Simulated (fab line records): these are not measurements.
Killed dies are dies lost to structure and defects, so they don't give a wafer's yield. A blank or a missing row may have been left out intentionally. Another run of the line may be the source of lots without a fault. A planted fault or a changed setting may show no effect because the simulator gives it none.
Matching of chambers | flow nand-harc | 4 sister chambers for NHARC_A_CHANNEL_FILL_D1_ALD_16 on ald-hk-02
The step deposits SiO2, target thk 1.5 nm, pulse time 10 s, ald cycles 15. 14 wafers are shown with their chamber, then 7 later ones without.

## WAFERS, EACH WITH ITS CHAMBER
wafer  | chamber | heater-power-w (W) | precursor-pulse-height-rel | susceptor-temp-C (C)
L081.2 | 1       | 429                | 1.006                      | 300.15
L081.4 | 2       | 496                | 1.009                      | 299.96
L081.5 | 1       | 421                | 0.991                      | 299.66
L083.2 | 2       | 473                | 0.969                      | 299.79
L083.3 | 0       | 511                | 1.003                      | 300.23
L083.5 | 3       | 542                | 1.025                      | 300.04
L084.1 | 3       | 545                | 1.008                      | 300.33
L084.2 | 0       | 522                | 0.983                      | 300.19
L084.3 | 1       | 422                | 1.022                      | 300.02
L088.3 | 1       | 436                | 0.991                      | 300.21
L088.5 | 2       | 494                | 0.982                      | 299.87
L088.6 | 1       | 424                | 0.998                      | 299.87
L092.1 | 1       | 440                | 0.996                      | 300.23
L092.3 | 2       | 509                | 0.947                      | 300.30

SIGNATURES (averages over the wafers above)
reading                    | chamber 0 | chamber 1 | chamber 2 | chamber 3 | scatter within a chamber
heater-power-w             | 516.50    | 428.67    | 493.00    | 543.50    | 10.2
precursor-pulse-height-rel | 0.99300   | 1.00067   | 0.97675   | 1.01650   | 0.0175
susceptor-temp-C           | 300.2100  | 300.0233  | 299.9800  | 300.1850  | 0.21
Rule: for a wafer and a chamber, the distance is found by dividing, reading by reading, the gap between the wafer's reading and the chamber's mean by the reading's scatter, squaring, summing and taking the root. The wafer belongs to the nearest chamber; if the next one is less than 2 further off, it can't be placed. The scatter: take each reading less its chamber's mean, square it, sum over the shown wafers, divide by the number of wafers less the number of chambers, and take the root.

## WAFERS MISSING THEIR CHAMBER
wafer  | heater-power-w (W) | precursor-pulse-height-rel | susceptor-temp-C (C)
L092.5 | 530                | 1.010                      | 299.96
L096.4 | 546                | 1.018                      | 300.00
L096.5 | 498                | 0.968                      | 300.10
L096.6 | 529                | 1.010                      | 300.11
L097.1 | 457                | 1.004                      | 299.93
L097.3 | 505                | 0.990                      | 299.73
L097.4 | 525                | 0.990                      | 299.98

## THE CHAMBER EACH PASSED THROUGH
wafer  | from the rows above          | in truth
L092.5 | can't be placed: 3 or 0      | 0
L096.4 | 3                            | 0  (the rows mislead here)
L096.5 | can't be placed: 2 or 0      | 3
L096.6 | can't be placed: 3 or 0      | 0
L097.1 | can't be placed: 1 or 2      | 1
L097.3 | can't be placed: 2 or 0      | 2
L097.4 | can't be placed: 0 or 3 or 2 | 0
Placed correctly: 0 of 7. Cannot be placed on the basis of these rows: 6; the candidates contain the true chamber in 5. Placed wrongly: 1.
